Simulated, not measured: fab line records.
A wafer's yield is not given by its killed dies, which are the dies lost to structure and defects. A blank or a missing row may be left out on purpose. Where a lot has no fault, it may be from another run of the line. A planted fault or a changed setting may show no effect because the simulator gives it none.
A struck lot beside a sound one | flow nand harc | 15 steps out of a route of 1159
Sound: these wafers, L361.1, L361.3, L361.6. The struck wafers were L366.1, L366.3, L366.5. The cause is named last.
Order at every step that has rows: each side's tool, ch and its chambers, its first start. Under that, the readings that differ: sound wafers | struck wafers | difference of the means | sigmas: that difference in standard deviations of wafers without a fault.
alike: a reading whose means differ by less than 2 such deviations, as well as words and numbers matching on both sides. not compared: withheld readings; readings where some wafer has no value; bounds like >300 that might hide an equal value; numbers whose values overlap and for which the record gives no deviation.
A row with sigmas, a row that says differs or no value, or rows on one side alone: a step with any of these is where the two part. Non-overlapping numbers with no deviation appear without sigmas and do not part them. A reading that every wafer of one side lacks parts them only if that side has two wafers or more.

first, 9 steps without rows for these wafers: NHARC_THIN_TSV_PVD_24 (deposits Al, target thk 800 nm); NHARC_THIN_TSV_DEHYDRATE_25 (time 120 s); NHARC_THIN_TSV_HMDS_26 (time 30 s); NHARC_THIN_TSV_COAT_27; NHARC_THIN_TSV_SOFTBAKE_28 (time 95 s); NHARC_THIN_TSV_EBR_29; NHARC_THIN_TSV_EXPOSE_30 (exposes mask PAD); NHARC_THIN_TSV_PEB_31 (peb time 85 s); NHARC_THIN_TSV_DEVELOP_32 (time 70 s).
NHARC_THIN_TSV_CD_MEAS_33 targets a cd of 5000 nm.
  sound on cd sem-02 ch 0, day 19 14:04; struck on cd sem-03 ch 0, day 21 12:09
  alike: cd nm
then, 1 step without rows for these wafers: NHARC_THIN_TSV_HARDBAKE_34 (time 80 s).
NHARC_THIN_TSV_DESCUM_35: chemistry O2, time 3 s.
  sound on rie diel-11 ch 0,1,2, day 19 14:14; struck on rie diel-04 ch 0,3, day 21 12:19
  alike: drypump motor current A, oes product au, rf vpp V, showerhead plenum p Torr, throttle valve pct
  not compared: rf hours counter h
NHARC_THIN_TSV_ETCH_59: etches the open film in Cl2/BCl3, target depth 880 nm, time 138.1 s.
  sound on rie metal-01 ch 0,1, day 19 14:21; struck on rie metal-03 ch 0,1, day 21 12:26
  no value came back on the struck wafers for any of 6 readings (bcl3 flow sccm (sccm), bias w (W) and others); on the sound wafers bcl3 flow sccm (sccm) reads 29.95 29.98 30.02
  not compared: rf hours counter h
NHARC_THIN_TSV_ETCH_36: etches the open film in Cl2/BCl3, target depth 65 nm, time 18.571 s.
  sound on rie metal-01 ch 1, day 19 14:37; struck on rie metal-03 ch 0, day 21 12:42
  alike: chamber pressure mTorr, drypump motor current A, oes product au
  not compared: rf hours counter h
NHARC_END_SORT_01:
  sound on prober-02 ch 0, day 20 08:53; struck on prober-02 ch 0, day 21 21:17
  reading                  | sound          | struck         | difference | sigmas
  defect limited yield (%) | 94.7 95.9 96.5 | 0 0 0          | -96        | -64
  killed at other          | 2 1 1          | 640 619 635    | +630       | +99 or more
  killed dies              | 36 28 24       | 677 677 677    | +648       | +65
  killed open              | 5 5 3          | 6 11 7         | +4         | +2
  sort_bin_2_pct (%)       | 1.6 1.8 1.6    | 96.2 93.8 95.7 | +93.6      | +99 or more
  sort n pass              | 641 649 653    | 0 0 0          | -648       | -65
  sort rim yield pct (%)   | 96.2 98.1 93.4 | 0 0 0          | -96        | -37
  sort yield pct (%)       | 94.7 95.9 96.5 | 0 0 0          | -96        | -64
  alike: killed at array, killed at periphery, killed short, sort_bin_3_pct, sort_bin_4_pct

== WHERE THEY PART ==
Earliest at NHARC_THIN_TSV_ETCH_59; latest, in this record, at NHARC_END_SORT_01.

WHY: what had been put in by the simulator
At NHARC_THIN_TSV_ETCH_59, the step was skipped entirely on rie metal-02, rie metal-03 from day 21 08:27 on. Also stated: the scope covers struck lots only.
